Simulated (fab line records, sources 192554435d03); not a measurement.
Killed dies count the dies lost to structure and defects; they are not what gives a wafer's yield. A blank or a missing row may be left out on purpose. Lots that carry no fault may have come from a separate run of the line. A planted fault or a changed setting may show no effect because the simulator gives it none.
The same fault as seen by 2 desks | flow n5_finfet | every desk sees just its own numbers, and what lay behind them comes last

== DESK OF THE TOOL OWNER: cvd_co-02 ==
The tool's own readings at N5_BEOL_M4_CO_CAP_55 (material Co, precursor CCTBA/H2, target thk 2 nm, time 102.1 s): means of the sampled wafers that have a number, for each lot that ran on this tool. Any lot whose mean is over 4 standard deviations away from the usual mean is out of limits and marked OUT; that distance is given in the brackets.
Columns: A = heater_power_w at N5_BEOL_M4_CO_CAP_55, usual 239 W; B = run_length_s at N5_BEOL_M4_CO_CAP_55, usual 125.2 s
lot  | first seen here | A   | B
L811 | day 9 07:37     | 242 | 125.0
L812 | day 9 13:58     | 232 | 125.3
L816 | day 10 08:28    | 236 | 125.2
L815 | day 10 16:59    | 238 | 143.5 (+47) OUT
L818 | day 11 13:20    | 243 | 152.3 (+70) OUT
This desk finds L815, L818 out of limits, L815 being first, at day 10 16:59 (run_length_s at N5_BEOL_M4_CO_CAP_55). L811, L812, L816 stayed within limits.

== METROLOGY DESK ==
What the gauges read, lot by lot, whatever tool the lot ran on: means of the sampled wafers that have a number. Any lot whose mean is over 4 standard deviations away from the usual mean is out of limits and marked OUT; that distance is given in the brackets. It has 11 readings; the 7 that lie furthest out on some lot are the ones shown.
Columns: A = M4_THK at N5_BEOL_M4_THK_MEAS_53, usual 40.5 nm; B = DIBL_N at N5_BEOL_M4_RC_MEAS_101, usual 36.2 mV/V; C = DIBL_P at N5_BEOL_M4_RC_MEAS_101, usual 36.3 mV/V; D = IOFF_P at N5_BEOL_M4_RC_MEAS_101, usual 0.210 nA/um; E = ION_P at N5_BEOL_M4_RC_MEAS_101, usual 465 uA/um; F = SS_N at N5_BEOL_M4_RC_MEAS_101, usual 71.4 mV/dec; G = VT_P at N5_BEOL_M4_RC_MEAS_101, usual -250 mV
lot  | first seen here | A    | B    | C    | D     | E   | F    | G
L808 | day 8 07:56     | 41.1 | 35.4 | 36.6 | 0.189 | 465 | 71.0 | -251
L810 | day 8 19:22     | 41.7 | 34.4 | 34.7 | 0.189 | 464 | 70.5 | -251
L811 | day 9 07:31     | 39.7 | 36.7 | 37.3 | 0.227 | 465 | 71.2 | -248
L812 | day 9 13:53     | 40.3 | 37.0 | 36.4 | 0.187 | 460 | 71.3 | -252
L816 | day 10 08:24    | 40.7 | 36.1 | 36.9 | 0.238 | 465 | 71.5 | -246
L815 | day 10 16:52    | 40.6 | 35.7 | 35.4 | 0.246 | 475 | 71.7 | -245
L818 | day 11 13:13    | 41.5 | 35.7 | 35.5 | 0.220 | 468 | 71.5 | -250
L827 | day 13 15:25    | 39.2 | 35.2 | 35.9 | 0.171 | 457 | 71.1 | -253
L828 | day 13 19:38    | 40.0 | 37.4 | 36.6 | 0.209 | 463 | 71.5 | -249
L830 | day 14 10:28    | 39.8 | 36.6 | 35.0 | 0.182 | 456 | 71.5 | -252
L829 | day 14 16:42    | 38.8 | 37.0 | 36.7 | 0.215 | 466 | 71.4 | -251
This desk's finding: nothing out of limits on any of the 11 lots.

== BROUGHT TOGETHER ==
The tool owner's desk had the chance to raise an alarm at day 10 16:59 on L815, L818.
From the metrology desk's view, nothing was out of limits.
The metrology desk holds a record of L815, L818, inside its limits.
The lots listed all ran N5_BEOL_M4_CO_CAP_55 on cvd_co-02.

== WHAT THE SIMULATOR PUT IN ==
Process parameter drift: cvd_co-02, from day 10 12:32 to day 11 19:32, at N5_BEOL_M4_CO_CAP_55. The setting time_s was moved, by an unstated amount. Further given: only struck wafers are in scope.
Struck lots among those shown: L815, L818.
Time in hours from fault onset to the first out-of-limits reading at each desk: the tool owner's desk, 4.
